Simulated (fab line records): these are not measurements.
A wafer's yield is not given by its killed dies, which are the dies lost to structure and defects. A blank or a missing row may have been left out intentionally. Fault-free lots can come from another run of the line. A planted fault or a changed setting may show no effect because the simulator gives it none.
Which tool did it? + flow nand harc + 39 wafers sampled from 13 lots at 1 step of a route of 1159

WHAT EACH GAUGE READ, for each wafer
NHARC_A_SGD_CUT_CD_MEAS_09 targets a cd of 100 nm.
| lot  | measured     | on        | cd nm (nm)        |
|------|--------------|-----------|-------------------|
| L593 | day 13 22:37 | cd sem-01 | 99.8 100.5 100.1  |
| L595 | day 13 22:49 | cd sem-01 | 100.3 101.4 100.5 |
| L596 | day 14 13:32 | cd sem-02 | 100.6 100.8 99.8  |
| L597 | day 14 20:23 | cd sem-02 | 100.2 100.2 100.4 |
| L599 | day 15 05:04 | cd sem-02 | 100.3 100.5 100.5 |
| L600 | day 15 14:13 | cd sem-02 | 100.2 100.7 100.1 |
| L603 | day 16 00:07 | cd sem-03 | 100.6 100.0 100.5 |
| L601 | day 16 00:16 | cd sem-03 | 100.8 100.2 100.5 |
| L606 | day 16 22:08 | cd sem-02 | 100.3 99.7 100.3  |
| L612 | day 18 12:21 | cd sem-01 | 101.1 100.2 100.2 |
| L611 | day 18 12:38 | cd sem-03 | 99.6 100.4 100.6  |
| L616 | day 19 14:37 | cd sem-03 | 99.8 100.4 100.1  |
| L614 | day 20 00:41 | cd sem-03 | 100.2 100.5 100.5 |

WHAT TOOL EACH LOT RAN ON (gives the tool, then ch and the chambers of the sampled wafers, and finally the start)
There is no process step in the record ahead of these readings.

WHAT THE TOOLS THEMSELVES READ (means of the sampled wafers that have a number; where no wafer has one, the mark that the record gives instead)
The record holds no such reading with a usual standard deviation.

THE ANSWER, worked out from the rows above alone
Rule: the usual values come from the lots themselves. The widest of any qualifying gaps counts: lots, ordered by their means at a reading, are off when they make up no more than a third of the lots, leave a main group of 4 or more, and stand apart from it by 3 or more times the standard deviation of that group's means. Not used: any main group whose means are identical at the precision the tables above print for the reading. A lot without any number at a reading at which 4 lots or more have one is off too. The other lots that the step has rows for count as sound. Order of review: gauges by route order, followed by the tools' own readings, for which a lot's mean as printed above is used. The first step at which some lot is off is used, and at that step the reading that is off furthest; a lot without a number counts as furthest.
Nothing can be told from this: no lot is off at any reading shown.

WHAT WAS PUT IN BY THE SIMULATOR
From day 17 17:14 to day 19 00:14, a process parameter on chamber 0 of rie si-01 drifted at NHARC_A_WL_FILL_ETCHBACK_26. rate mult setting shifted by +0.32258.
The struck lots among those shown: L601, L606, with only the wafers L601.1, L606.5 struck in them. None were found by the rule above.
